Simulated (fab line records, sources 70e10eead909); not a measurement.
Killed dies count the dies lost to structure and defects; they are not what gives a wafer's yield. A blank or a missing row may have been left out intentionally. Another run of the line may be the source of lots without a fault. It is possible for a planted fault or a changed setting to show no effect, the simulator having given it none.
Chamber matching | flow nand_harc | NHARC_A_BONDPAD_DEP_00 on pecvd-03: 3 sister chambers
The step deposits SiCN, target thk 250 nm. 6 wafers are shown with their chamber, then 9 later ones without.

== EACH WAFER AND ITS CHAMBER ==
wafer  | chamber | heater_power_w (W) | chamber_pressure_Torr (Torr)
L083.6 | 0       | 650                | 3.000
L084.3 | 1       | 559                | 3.000
L084.5 | 2       | 516                | 3.002
L086.1 | 0       | 619                | 3.001
L086.2 | 2       | 559                | 2.995
L086.3 | 1       | 520                | 2.999

== WAFERS MISSING THEIR CHAMBER ==
wafer  | heater_power_w (W) | chamber_pressure_Torr (Torr)
L088.1 | 548                | 2.989
L088.3 | 541                | 3.004
L088.4 | 611                | 2.992
L091.1 | 563                | 3.011
L091.2 | 552                | 2.998
L091.5 | 575                | 3.006
L095.1 | 590                | 3.007
L095.2 | 537                | 2.993
L095.5 | 584                | 2.993

== WHICH CHAMBER EACH WENT THROUGH ==
wafer  | from the rows above          | in truth
L088.1 | can't be placed: 2 or 1 or 0 | 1
L088.3 | can't be placed: 1 or 2      | 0
L088.4 | can't be placed: 0 or 2 or 1 | 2
L091.1 | can't be placed: 1 or 2 or 0 | 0
L091.2 | can't be placed: 2 or 1      | 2
L091.5 | can't be placed: 1 or 0 or 2 | 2
L095.1 | can't be placed: 0 or 1 or 2 | 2
L095.2 | can't be placed: 2 or 1      | 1
L095.5 | can't be placed: 2 or 1 or 0 | 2
0 of 9 placed correctly. Cannot be placed on the basis of these rows: 9; the candidates contain the true chamber in 8. Placed wrongly: 0.
How it was worked out, from the rows above alone: a wafer's distance from a chamber is the root of the sum, over the readings, of the square of ((its reading less the chamber's mean) divided by the reading's scatter). The wafer belongs to the nearest chamber; if the next one is less than 2 further off, it can't be placed. For every chamber, the mean is computed from those of its wafers that are shown. The scatter: the root of (the sum of the squares of (reading less its chamber's mean) over the shown wafers, divided by (wafers less chambers)).
